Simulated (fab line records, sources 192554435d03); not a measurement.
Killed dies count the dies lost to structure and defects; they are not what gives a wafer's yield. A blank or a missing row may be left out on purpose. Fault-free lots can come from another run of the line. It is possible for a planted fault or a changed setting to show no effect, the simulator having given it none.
Chamber matching :: flow n5_finfet :: N5_BEOL_M3_ETCH_69 on rie_diel-02: 4 sister chambers
The step etches SiARC in CF4, target depth 15.6 nm, time 26 s. 14 wafers are shown with their chamber, then 7 later ones without.

## WAFERS WITH THEIR CHAMBER
wafer: L077.1
chamber: 3
throttle_valve_pct (%): 15.75
oes_product_au (a.u.): 0.59
etch_rf_on_time_s (s): 26.7

wafer: L077.5
chamber: 0
throttle_valve_pct (%): 15.32
oes_product_au (a.u.): 0.80
etch_rf_on_time_s (s): 25.2

wafer: L077.6
chamber: 1
throttle_valve_pct (%): 15.96
oes_product_au (a.u.): 0.59
etch_rf_on_time_s (s): 26.5

wafer: L078.1
chamber: 0
throttle_valve_pct (%): 15.32
oes_product_au (a.u.): 0.81
etch_rf_on_time_s (s): 25.1

wafer: L078.3
chamber: 3
throttle_valve_pct (%): 15.76
oes_product_au (a.u.): 0.58
etch_rf_on_time_s (s): 26.4

wafer: L078.6
chamber: 1
throttle_valve_pct (%): 15.96
oes_product_au (a.u.): 0.60
etch_rf_on_time_s (s): 26.2

wafer: L088.1
chamber: 0
throttle_valve_pct (%): 15.36
oes_product_au (a.u.): 0.77
etch_rf_on_time_s (s): 24.8

wafer: L088.4
chamber: 2
throttle_valve_pct (%): 15.61
oes_product_au (a.u.): 0.79
etch_rf_on_time_s (s): 25.5

wafer: L088.6
chamber: 1
throttle_valve_pct (%): 15.99
oes_product_au (a.u.): 0.59
etch_rf_on_time_s (s): 25.9

wafer: L090.3
chamber: 1
throttle_valve_pct (%): 15.98
oes_product_au (a.u.): 0.59
etch_rf_on_time_s (s): 26.0

wafer: L090.4
chamber: 2
throttle_valve_pct (%): 15.60
oes_product_au (a.u.): 0.79
etch_rf_on_time_s (s): 25.5

wafer: L090.6
chamber: 0
throttle_valve_pct (%): 15.36
oes_product_au (a.u.): 0.77
etch_rf_on_time_s (s): 24.8

wafer: L094.2
chamber: 2
throttle_valve_pct (%): 15.63
oes_product_au (a.u.): 0.77
etch_rf_on_time_s (s): 25.6

wafer: L094.3
chamber: 1
throttle_valve_pct (%): 16.00
oes_product_au (a.u.): 0.58
etch_rf_on_time_s (s): 25.9

SIGNATURES, as means of the wafers listed above
reading: throttle_valve_pct
chamber 0: 15.3400
chamber 1: 15.9780
chamber 2: 15.6133
chamber 3: 15.7550
scatter within a chamber: 0.0184

reading: oes_product_au
chamber 0: 0.7875
chamber 1: 0.5900
chamber 2: 0.7833
chamber 3: 0.5850
scatter within a chamber: 0.0134

reading: etch_rf_on_time_s
chamber 0: 24.975
chamber 1: 26.100
chamber 2: 25.533
chamber 3: 26.550
scatter within a chamber: 0.21
Rule: a wafer's distance from a chamber is the root of the sum, over the readings, of the square of ((its reading less the chamber's mean) divided by the reading's scatter). The wafer belongs to the nearest chamber; if the next one is less than 2 further off, it can't be placed. How the scatter is found: for the shown wafers, subtract from each reading the mean of its chamber, square and add these, divide the total by (wafers less chambers), then take the root.

## WAFERS WITHOUT THEIR CHAMBER
wafer: L094.6
throttle_valve_pct (%): 15.81
oes_product_au (a.u.): 0.57
etch_rf_on_time_s (s): 26.5

wafer: L095.2
throttle_valve_pct (%): 15.61
oes_product_au (a.u.): 0.78
etch_rf_on_time_s (s): 25.6

wafer: L095.3
throttle_valve_pct (%): 16.02
oes_product_au (a.u.): 0.58
etch_rf_on_time_s (s): 25.8

wafer: L095.4
throttle_valve_pct (%): 15.81
oes_product_au (a.u.): 0.57
etch_rf_on_time_s (s): 26.5

wafer: L096.1
throttle_valve_pct (%): 15.99
oes_product_au (a.u.): 0.58
etch_rf_on_time_s (s): 26.2

wafer: L096.3
throttle_valve_pct (%): 15.38
oes_product_au (a.u.): 0.75
etch_rf_on_time_s (s): 25.1

wafer: L096.5
throttle_valve_pct (%): 16.02
oes_product_au (a.u.): 0.58
etch_rf_on_time_s (s): 26.1

## THE CHAMBER EACH PASSED THROUGH
wafer: L094.6
from the rows above: 3
in truth: 3

wafer: L095.2
from the rows above: 2
in truth: 2

wafer: L095.3
from the rows above: 1
in truth: 1

wafer: L095.4
from the rows above: 3
in truth: 3

wafer: L096.1
from the rows above: 1
in truth: 1

wafer: L096.3
from the rows above: 0
in truth: 0

wafer: L096.5
from the rows above: 1
in truth: 1
Correctly placed: 7 of 7. Not placeable from these rows: 0. Number placed wrongly: 0.
